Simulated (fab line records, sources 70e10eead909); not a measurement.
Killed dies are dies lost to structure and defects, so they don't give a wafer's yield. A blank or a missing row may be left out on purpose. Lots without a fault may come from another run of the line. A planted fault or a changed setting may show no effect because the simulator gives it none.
fab line records | flow nand_harc
record lots=5 wafers=15 last_day=32
route steps=1302 shown P_GATE@170 END@1302
lots that met no fault: from a run of the same line without faults
start_h: hours from the record's first day to the start of the lot's first wafer shown | wait_h: hours since the lot's step before | " the same as in the row above | L1.1+2: a row that stands for several wafers | - no value, or no start given | * or withheld: withheld | < > ~ a bound
route shown NAME@n: a module of which the file shows steps, and the number in the route of the first | usual: mean/standard deviation of fault-free wafers | same: alike in all rows | chamber/n: place in a boat | sites: the reading at each site | _std_site: their standard deviation | _edge_site: outer sites' mean less inner sites' | radius_mm: how far each site lies from the wafer's centre | mask NAME#n: copy n | behind: the tool/chamber that last shaped the wafer | hold: why the lot was held/for how many hours/how that ended | device: the transistor (n, p or np) that didn't switch | end of line: the same wafers' tests at the end of the route | a step without rows: its recipe alone | killed: dies lost to structure and defects at the first sort, not the wafer's yield | map: a wafer's dies, x killed, . not, _ none there
set.NAME: the setting as run; set.NAME@STEP: as run at that earlier step | model.NAME: the simulator's own value behind a step, which no gauge read
lots at some steps of the route; a table a step, a row a wafer
services: from which hour (start_h, from the record's first day; less than 0 if before it) a tool's chamber was out of use, for how many hours, and why
## steps
# step NHARC_P_GATE_CD_MEAS_46
# recipe target_cd_nm=720 landing_energy_ev=500
# usual cd_nm=720.6/1.4
# columns lot.wafer tool chamber start_h wait_h cd_nm
L124.1 cd_sem-01 0 125.71 - 720.1
L124.3 " 0 " " 718.6
L124.4 " 0 " " 720.8
L129.4 cd_sem-01 0 168.55 - 720.9
L129.5 " 0 " " 719.9
L129.6 " 0 " " 719.6
L133.3 cd_sem-01 0 207.01 - 720.3
L133.5 " 0 " " 719.4
L133.6 " 0 " " 720.7
L143.1 cd_sem-01 0 308.19 - 721.1
L143.2 " 0 " " 720.8
L143.5 " 0 " " 721.2
L144.2 cd_sem-02 0 314.49 - 719.9
L144.3 " 0 " " 722.0
L144.6 " 0 " " 721.2
# step NHARC_P_GATE_HARDBAKE_47
# recipe temp_c=125 time_s=80
# step NHARC_P_GATE_DESCUM_48
# recipe time_s=3 o2_flow_sccm=200 ar_flow_sccm=0 bias_power_w=0 chemistry=O2
# usual drypump_motor_current_A=5.6/0.5 oes_product_au=1.004/0.0069 rf_vpp_V=57.6/0.93 showerhead_plenum_p_Torr=1.86/0.074 throttle_valve_pct=11.312/0.0083
# columns lot.wafer tool chamber start_h wait_h drypump_motor_current_A oes_product_au rf_hours_counter_h rf_vpp_V showerhead_plenum_p_Torr throttle_valve_pct
L124.1 rie_diel-08 3 125.87 - 6.1 1.003 7.1 58.1 1.89 11.326
L124.4 " 0 " " 5.4 1.006 5.6 58.4 1.96 11.299
L124.3 " 2 " " 6.0 1.017 7.5 57.3 1.80 11.301
L129.4 rie_diel-08 0 168.73 - 5.4 1.012 8.4 57.5 1.96 11.299
L129.6 " 2 " " 6.0 1.018 - 57.9 1.80 11.311
L129.5 " 3 " " 6.2 1.011 - 59.0 1.89 11.309
L133.3 rie_diel-06 2 207.17 - 5.0 0.997 5.5 59.1 1.96 11.321
L133.5 " 1 " " 6.4 1.007 - 57.4 1.81 11.309
L133.6 " 2 " " 5.0 0.997 - 57.4 1.96 11.320
L143.1 rie_diel-08 3 308.35 - 6.2 1.002 6.3 56.4 1.89 11.326
L143.2 " 1 " " 5.4 0.996 6.4 58.9 2.00 11.307
L143.5 " 0 " " 5.4 1.005 - 57.3 1.96 11.319
L144.3 rie_diel-08 2 314.64 - 6.0 1.002 7.7 58.2 1.80 11.312
L144.2 " 1 " " 5.4 1.001 8.0 58.4 2.00 11.311
L144.6 " 3 " " 6.2 1.013 - 56.8 1.89 11.312
# step NHARC_P_GATE_IMPLANT_49
# recipe energy_kev=30 dose_cm2=3e+15 tilt_deg=7
# step NHARC_P_GATE_STRIP_111
# recipe power_w=1500 temp_c=110 time_s=250 chemistry=N2/H2
# usual drypump_motor_current_A=5.8/0.39 heater_power_w=84/12
# columns lot.wafer tool chamber start_h wait_h drypump_motor_current_A heater_power_w rf_hours_counter_h
L124.1 plasma_asher-01 0 126.28 0.2 5.7 90 27
L124.3 " 1 " " 5.7 71 -
L124.4 " 0 " " 5.7 90 -
L129.4 plasma_asher-02 1 169.23 0.3 6.6 99 -
L129.6 " 0 " " 5.2 106 -
L129.5 " 1 " " 6.6 97 -
L133.3 plasma_asher-02 0 207.68 0.3 5.2 104 -
L133.6 " 1 " " 6.6 100 -
L133.5 " 0 " " 5.2 104 -
L143.1 plasma_asher-02 0 308.89 0.4 5.2 98 11
L143.2 " 1 " " 6.6 90 11
L143.5 " 1 " " 6.6 95 -
L144.2 plasma_asher-01 1 315.06 0.2 5.7 70 29
L144.3 " 1 " " 5.7 69 -
L144.6 " 0 " " 5.7 85 -
# step NHARC_P_GATE_STRIP_75
# recipe power_w=1500 temp_c=250 chemistry=O2
# usual drypump_motor_current_A=5.8/0.38 heater_power_w=316/45
# columns lot.wafer tool chamber start_h wait_h drypump_motor_current_A heater_power_w rf_hours_counter_h
L124.1 plasma_asher-01 0 126.55 0.2 5.7 330 28
L124.3 " 1 " " 5.8 264 -
L124.4 " 0 " " 5.7 332 -
L129.4 plasma_asher-02 1 169.41 0.1 6.6 361 -
L129.6 " 0 " " 5.2 380 -
L129.5 " 1 " " 6.6 369 -
L133.3 plasma_asher-02 0 207.87 0.1 5.2 393 -
L133.6 " 1 " " 6.6 367 -
L133.5 " 0 " " 5.2 381 -
L143.1 plasma_asher-02 0 309.19 0.3 5.2 369 11
L143.2 " 1 " " 6.6 346 11
L143.5 " 1 " " 6.6 352 -
L144.2 plasma_asher-01 1 315.32 0.2 5.7 260 29
L144.3 " 1 " " 5.7 260 -
L144.6 " 0 " " 5.7 326 -
# step NHARC_P_GATE_STRIP_50
# recipe time_s=900 temp_c=130 chemistry=SPM
# step NHARC_P_GATE_DEHYDRATE_51
# recipe temp_c=150 time_s=120
# step NHARC_P_GATE_HMDS_52
# recipe time_s=30
# step NHARC_P_GATE_COAT_53
# recipe spin_rpm=3000
# step NHARC_P_GATE_SOFTBAKE_54
# recipe temp_c=122 time_s=95
# step NHARC_P_GATE_EBR_55
# step NHARC_P_GATE_EXPOSE_56
# recipe na=0.6 target_cd_nm=720 dose_mj=14.81 mask_id=P_PSD
# columns lot.wafer tool chamber start_h wait_h mask
L124.1+3+4 krf_scanner-04 0 127.31 - P_PSD#0
L129.4+5+6 krf_scanner-02 0 170.04 - P_PSD#0
L133.3+5+6 krf_scanner-04 0 208.61 - P_PSD_R1#0
L143.1+2+5 krf_scanner-03 0 309.83 - P_PSD#0
L144.2+3+6 krf_scanner-02 0 316.09 - P_PSD#0
# step NHARC_P_GATE_PEB_57
# recipe peb_temp_c=118 peb_time_s=85
# step NHARC_P_GATE_DEVELOP_58
# recipe time_s=70
# step NHARC_P_GATE_CD_MEAS_59
# recipe target_cd_nm=720 landing_energy_ev=500
# usual cd_nm=719.9/1.2
# columns lot.wafer tool chamber start_h wait_h hold cd_nm
L124.1 cd_sem-03 0 127.48 - - 721.3
L124.3 " 0 " " - 720.3
L124.4 " 0 " " - 719.8
L129.4 cd_sem-01 0 170.19 - - 720.1
L129.5 " 0 " " - 720.1
L129.6 " 0 " " - 719.5
L133.3 cd_sem-02 0 208.76 - await_dispo/0.2h/release 716.0
L133.5 " 0 " " await_dispo/0.2h/release 716.2
L133.6 " 0 " " await_dispo/0.2h/release 714.9
L133.3 cd_sem-02 0 - - - 715.7
L133.5 " 0 " " - 715.6
L133.6 " 0 " " - 714.9
L143.1 cd_sem-03 0 309.99 - - 721.3
L143.2 " 0 " " - 719.3
L143.5 " 0 " " - 720.6
L144.2 cd_sem-01 0 316.25 - - 718.5
L144.3 " 0 " " - 720.5
L144.6 " 0 " " - 720.3
# step NHARC_END_SORT_01
# recipe temp_c=25
# usual killed_at_array=58/15 killed_at_other=0.8/1.2 killed_at_periphery=3.5/2.5 killed_dies=62/15 killed_open=3.2/1.7 killed_short=2.4/1.5
# same gross_dies=677
# columns lot.wafer tool chamber start_h wait_h killed_at_array killed_at_other killed_at_periphery killed_dies killed_open killed_short
L133.6 prober-01 0 659.04 4.0 38 1 8 47 5 4
# killed by level:class
L133.6 A_CHANNEL_HOLE_D2:chamber_film_flake=19 A_CHANNEL_HOLE_D1:chamber_film_flake=9 P_GATE:chamber_film_flake=3 P_M0:geometric_particle:open=2 P_M0:geometric_particle:short=2 A_CONTACT:chamber_film_flake=2 P_CONTACT:geometric_particle:open=1 A_ONON_D1:geometric_particle:short=1
## services
# columns tool chamber start_h hours kind
krf_scanner-02 - 102.59 6.0 repair
rie_diel-06 - 126.38 0.3 repair
rie_diel-06 - 130.20 9.0 pm
rie_diel-06 3 141.87 29.6 repair
krf_scanner-04 - 143.58 5.9 repair
krf_scanner-03 - 144.12 0.6 repair
plasma_asher-01 - 165.00 9.0 pm
krf_scanner-04 - 171.22 0.5 repair
krf_scanner-04 - 182.00 4.0 pm
rie_diel-08 - 190.80 9.0 pm
rie_diel-08 1 205.62 5.8 repair
krf_scanner-03 - 224.01 4.0 pm
krf_scanner-03 - 232.11 0.2 repair
plasma_asher-02 - 249.00 9.0 pm
plasma_asher-02 0 249.00 9.0 vent_cycle
plasma_asher-02 1 249.00 9.0 vent_cycle
plasma_asher-01 - 256.81 1.9 repair
plasma_asher-02 0 258.00 - clean
plasma_asher-02 1 258.00 - clean
krf_scanner-02 - 266.00 4.0 pm
krf_scanner-03 - 269.40 0.7 repair
krf_scanner-03 - 297.12 0.1 repair
rie_diel-06 - 307.20 9.0 pm
rie_diel-08 - 310.86 0.7 repair
## key
first_sign step=NHARC_P_GATE_EXPOSE_56 reading=mask direction=changed
effect step=NHARC_P_GATE_CD_MEAS_59 reading=visit direction=added
met_at NHARC_P_GATE_EXPOSE_56
struck_wafers L133.3,L133.5,L133.6
tester_left_out L133
onset_between 127.31 208.61
fault kind=wrong_mask tool=any chamber=- onset_h=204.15 steps=NHARC_P_GATE_EXPOSE_56 aux_copy=P_PSD_R1#0 cd_offset_nm=-5.7792 scope=struck_lots_only
# tester_left_out: of these lots the tester's yield and bins aren't shown, on N5 and GAA mostly nor the transistor test; their killed dies are dies lost to structure and defects alone, not to doping, threshold or leakage, so they don't give the yield
